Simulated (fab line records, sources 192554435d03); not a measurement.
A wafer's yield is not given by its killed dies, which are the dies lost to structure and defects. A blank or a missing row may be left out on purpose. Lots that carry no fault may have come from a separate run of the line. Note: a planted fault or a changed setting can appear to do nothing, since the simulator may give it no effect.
A single fault, viewed from 2 desks || flow n5 finfet || each desk has only its own numbers; what lay behind them comes last

TOOL OWNER'S DESK, rie diel-06
The tool's own readings at N5_SD_EPI_P_ETCH_37 (etches SOC in N2/H2, overetch 108 nm, time 486 s): means of the sampled wafers that have a number, for each lot that ran on this tool. Marked OUT: a lot whose mean sits more than 4 standard deviations from the usual mean, which makes it out of limits; the brackets give that distance.
Columns: A = drypump motor current A at N5_SD_EPI_P_ETCH_37, usual 5.8 A; B = oes product au at N5_SD_EPI_P_ETCH_37, usual 0.67 a.u.; C = rf vpp V at N5_SD_EPI_P_ETCH_37, usual 240.5 V; D = showerhead plenum p Torr at N5_SD_EPI_P_ETCH_37, usual 2.52 Torr; E = throttle valve pct at N5_SD_EPI_P_ETCH_37, usual 24.0 %
{"lot": "L912", "first seen here": "day 4 00:09", "A": 5.7, "B": 0.67, "C": 240.2, "D": 2.49, "E": 24.2}
{"lot": "L913", "first seen here": "day 4 04:48", "A": 5.8, "B": 0.66, "C": 239.5, "D": 2.49, "E": 24.3}
{"lot": "L914", "first seen here": "day 4 13:16", "A": 5.9, "B": 0.73, "C": 240.3, "D": 2.52, "E": 24.1}
{"lot": "L926", "first seen here": "day 7 13:41", "A": 5.8, "B": 0.66, "C": 240.1, "D": 2.52, "E": 24.2}
{"lot": "L930", "first seen here": "day 8 14:11", "A": 5.7, "B": 0.68, "C": 239.6, "D": 2.43, "E": 24.1}
{"lot": "L931", "first seen here": "day 8 19:16", "A": 5.7, "B": 0.69, "C": 239.3, "D": 2.43, "E": 24.1}
This desk's finding: nothing out of limits on any of the 6 lots.

METROLOGY DESK
Lot by lot, what the gauges showed, no matter which tool ran the lot: averages of those sampled wafers that carry a number. Marked OUT: a lot whose mean sits more than 4 standard deviations from the usual mean, which makes it out of limits; the brackets give that distance. It has 12 readings; the 7 that lie furthest out on some lot are the ones shown.
Columns: A = DIBL_N at N5_BEOL_M4_RC_MEAS_101, usual 35.1 mV/V; B = DIBL_P at N5_BEOL_M4_RC_MEAS_101, usual 35.2 mV/V; C = IOFF_N at N5_BEOL_M4_RC_MEAS_101, usual 0.146 nA/um; D = IOFF_P at N5_BEOL_M4_RC_MEAS_101, usual 0.20 nA/um; E = SS_P at N5_BEOL_M4_RC_MEAS_101, usual 73.1 mV/dec; F = VT_N at N5_BEOL_M4_RC_MEAS_101, usual 250 mV; G = VT_P at N5_BEOL_M4_RC_MEAS_101, usual -251 mV
{"lot": "L912", "first seen here": "day 3 23:58", "A": 37.3, "B": 37.5, "C": 0.204, "D": 0.28, "E": 73.9, "F": 245, "G": -245}
{"lot": "L913", "first seen here": "day 4 04:04", "A": 35.4, "B": 34.0, "C": 0.142, "D": 0.19, "E": 73.1, "F": 250, "G": -249}
{"lot": "L914", "first seen here": "day 4 12:34", "A": 36.8, "B": 37.6, "C": 0.178, "D": 0.20, "E": 74.2, "F": 249, "G": -253}
{"lot": "L922", "first seen here": "day 6 17:11", "A": 35.2, "B": 34.8, "C": 0.140, "D": 0.23, "E": 73.3, "F": 249, "G": -246}
{"lot": "L926", "first seen here": "day 7 13:29", "A": 34.4, "B": 33.5, "C": 0.127, "D": 0.17, "E": 72.5, "F": 254, "G": -254}
{"lot": "L928", "first seen here": "day 7 22:10", "A": 35.2, "B": 34.1, "C": 0.126, "D": 0.17, "E": 73.0, "F": 252, "G": -253}
{"lot": "L929", "first seen here": "day 8 05:55", "A": 33.5, "B": 33.2, "C": 0.140, "D": 0.21, "E": 72.4, "F": 251, "G": -248}
{"lot": "L930", "first seen here": "day 8 14:00", "A": 34.6, "B": 33.5, "C": 0.138, "D": 0.17, "E": 72.8, "F": 252, "G": -254}
{"lot": "L931", "first seen here": "day 8 19:05", "A": 33.2, "B": 33.0, "C": 0.110, "D": 0.16, "E": 72.2, "F": 254, "G": -254}
This desk's finding: nothing out of limits on any of the 9 lots.

ALL TOGETHER
The tool owner's desk saw nothing out of limits.
Metrology desk: nothing out of limits seen.

WHAT THE SIMULATOR HAD PUT IN
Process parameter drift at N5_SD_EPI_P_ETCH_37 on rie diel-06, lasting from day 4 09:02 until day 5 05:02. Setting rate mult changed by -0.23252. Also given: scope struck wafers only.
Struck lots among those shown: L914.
